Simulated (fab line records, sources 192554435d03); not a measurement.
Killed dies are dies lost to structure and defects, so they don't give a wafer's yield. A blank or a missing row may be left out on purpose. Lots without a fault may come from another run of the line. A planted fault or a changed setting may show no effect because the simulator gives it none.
One fault seen from 2 desks | flow n5_finfet | each desk has only its own numbers; what lay behind them comes last

THE METROLOGY DESK
What the gauges read, lot by lot, whatever tool the lot ran on: means of the sampled wafers that have a number. A lot is out of limits, marked OUT, if its mean lies more than 4 standard deviations from the usual mean; the brackets give that distance. Of its 10 readings 7 are shown: those that lie furthest out on some lot.
Columns: A = DIBL_N at N5_BEOL_M4_RC_MEAS_101, usual 37.0 mV/V; B = DIBL_P at N5_BEOL_M4_RC_MEAS_101, usual 37.3 mV/V; C = ION_N at N5_BEOL_M4_RC_MEAS_101, usual 675 uA/um; D = SS_N at N5_BEOL_M4_RC_MEAS_101, usual 71.7 mV/dec; E = SS_P at N5_BEOL_M4_RC_MEAS_101, usual 73.6 mV/dec; F = VT_N at N5_BEOL_M4_RC_MEAS_101, usual 249 mV; G = VT_P at N5_BEOL_M4_RC_MEAS_101, usual -250 mV
lot  | first seen here | A    | B    | C   | D    | E    | F   | G
L103 | day 8 05:14     | 36.3 | 35.9 | 668 | 71.4 | 73.4 | 249 | -251
L109 | day 10 06:04    | 35.9 | 36.5 | 662 | 71.0 | 73.1 | 253 | -251
L110 | day 10 06:15    | 37.2 | 36.8 | 670 | 72.0 | 73.4 | 249 | -246
L115 | day 12 17:08    | 39.0 | 38.0 | 666 | 72.8 | 74.2 | 249 | -250
L124 | day 14 05:49    | 37.9 | 40.3 | 674 | 72.1 | 74.5 | 250 | -254
This desk's finding: nothing out of limits on any of the 5 lots.

THE TOOL OWNER'S DESK: rie_diel-03
The tool's own readings at N5_SDB_ETCH_25 (etches SiO2 in C4F6/O2, target depth 10 nm, time 3.3 s): means of the sampled wafers that have a number, for each lot that ran on this tool. A lot is out of limits, marked OUT, if its mean lies more than 4 standard deviations from the usual mean; the brackets give that distance. Of its 8 readings 7 are shown: those that lie furthest out on some lot.
Columns: A = drypump_motor_current_A at N5_SDB_ETCH_25, usual 5.6 A; B = oes_ar_750_au at N5_SDB_ETCH_25, usual 0.77 a.u.; C = oes_f_703_au at N5_SDB_ETCH_25, usual 0.77 a.u.; D = oes_o_777_au at N5_SDB_ETCH_25, usual 0.78 a.u.; E = oes_product_au at N5_SDB_ETCH_25, usual 0.76 a.u.; F = showerhead_plenum_p_Torr at N5_SDB_ETCH_25, usual 2.84 Torr; G = throttle_valve_pct at N5_SDB_ETCH_25, usual 21.14 %
lot  | first seen here | A   | B    | C    | D    | E    | F    | G
L103 | day 4 07:20     | 5.3 | 0.71 | 0.70 | 0.71 | 0.70 | 2.76 | 21.32
L109 | day 5 20:44     | 5.1 | 0.79 | 0.79 | 0.80 | 0.78 | 2.78 | 21.09
L110 | day 5 22:59     | 5.1 | 0.78 | 0.79 | 0.80 | 0.78 | 2.78 | 21.08
L115 | day 7 07:07     | 6.0 | 0.85 | 0.87 | 0.86 | 0.83 | 2.76 | 21.05
L124 | day 9 15:07     | 5.1 | 0.91 | 0.91 | 0.91 | 0.91 | 2.88 | 20.89
This desk's finding: nothing out of limits on any of the 5 lots.

PUT TOGETHER
The metrology desk saw nothing out of limits.
The tool owner's desk saw nothing out of limits.

WHAT THE SIMULATOR HAD PUT IN
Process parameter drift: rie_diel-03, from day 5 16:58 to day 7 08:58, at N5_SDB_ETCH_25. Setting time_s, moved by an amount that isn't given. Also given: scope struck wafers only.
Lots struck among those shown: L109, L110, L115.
